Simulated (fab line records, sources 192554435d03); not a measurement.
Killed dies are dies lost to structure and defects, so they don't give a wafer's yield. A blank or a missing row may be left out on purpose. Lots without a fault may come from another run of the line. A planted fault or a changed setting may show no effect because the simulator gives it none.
Split-lot experiment | flow n5_finfet | 7 lots, 21 wafers read, on a route of 1938 steps

THE SPLIT
At N5_MOL_CONTACT_COAG_ALD_27 (deposits SiOC, target thk 17 nm, pulse time 1.5 s, time 2720 s), the setting ald_cycles was moved away from the recipe's 340 on 6 of the 21 wafers read, by -15.6% to +7.6%. The other wafers ran this setting at the recipe's value.

The reading is taken at the split's own step.

THE READING
SiOC_of_MOL_CONTACT_COAG_ALD_27.thk_nm (the simulator's own value, which no gauge read), in nm, at N5_MOL_CONTACT_COAG_ALD_27 (deposits SiOC, target thk 17 nm, pulse time 1.5 s, time 2720 s). The file gives no usual value for it.

wafer  | tool, chamber at the split | ald_cycles as run | against the recipe | SiOC_of_MOL_CONTACT_COAG_ALD_27.thk_nm, nm | against lot-mates on the recipe
L074.1 | ald_sin-03, 3              | 319               | -6.2%              | 16                                         | -1.0
L074.3 | ald_sin-03, 1,3            | 340               | recipe             | 17                                         | -
L074.5 | ald_sin-03, 1,3            | 340               | recipe             | 17                                         | -
L075.1 | ald_sin-02, 0,1,1          | 340               | recipe             | 17                                         | -
L075.3 | ald_sin-02, 0,1,1          | 340               | recipe             | 17                                         | -
L075.6 | ald_sin-02, 0,1,1          | 340               | recipe             | 17                                         | -
L076.3 | ald_sin-02, 1,3            | 290               | -14.7%             | 14.4                                       | -2.6
L076.6 | ald_sin-02, 1,3            | 290               | -14.7%             | 14.4                                       | -2.6
L076.5 | ald_sin-02, 0              | 340               | recipe             | 17                                         | -
L079.1 | ald_sin-02, 1,0            | 340               | recipe             | 17                                         | -
L079.6 | ald_sin-02, 1,0            | 340               | recipe             | 17                                         | -
L079.5 | ald_sin-02, 1              | 366               | +7.6%              | 18.4                                       | +1.4
L089.2 | ald_sin-03, 1,3,3          | 340               | recipe             | 17                                         | -
L089.4 | ald_sin-03, 1,3,3          | 340               | recipe             | 17                                         | -
L089.5 | ald_sin-03, 1,3,3          | 340               | recipe             | 17                                         | -
L091.1 | ald_sin-01, 1              | 287               | -15.6%             | 14.4                                       | -2.6
L091.3 | ald_sin-01, 0              | 340               | recipe             | 17                                         | -
L091.5 | ald_sin-01, 2              | 287               | -15.6%             | 14.2                                       | -2.8
L096.2 | ald_sin-01, 1,0,0          | 340               | recipe             | 17                                         | -
L096.3 | ald_sin-01, 1,0,0          | 340               | recipe             | 17                                         | -
L096.5 | ald_sin-01, 1,0,0          | 340               | recipe             | 17                                         | -
Where a row lists several chambers, the file gives one row for several wafers and doesn't say which wafer went through which chamber.

THE FIT
A straight line over all 21 wafers: SiOC_of_MOL_CONTACT_COAG_ALD_27.thk_nm changes by +0.175 nm for each +1% of ald_cycles; r = +1.00; the points scatter about the line by 0.041 nm.
The same after taking each lot's own level away (the mean of its wafers on the recipe; 21 wafers): +0.175 nm for each +1%; r = +1.00; scatter 0.041 nm.
On that fit, the largest move of ald_cycles shifts the reading by 2.7 nm.
The lots' own levels span 17.00 to 17.00 nm.
So the lot-to-lot level changes the slope little: the two slopes agree.
Check: with one of the wafers moved furthest among these (-15.6%) left out of the fit, the line predicts -2.76 nm for it against its lot-mates. It came out at -2.6 nm against them.

THE FILE'S OWN FIT
SiOC_of_MOL_CONTACT_COAG_ALD_27.thk_nm changes by +0.175 nm for each +1% of ald_cycles, r = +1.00.
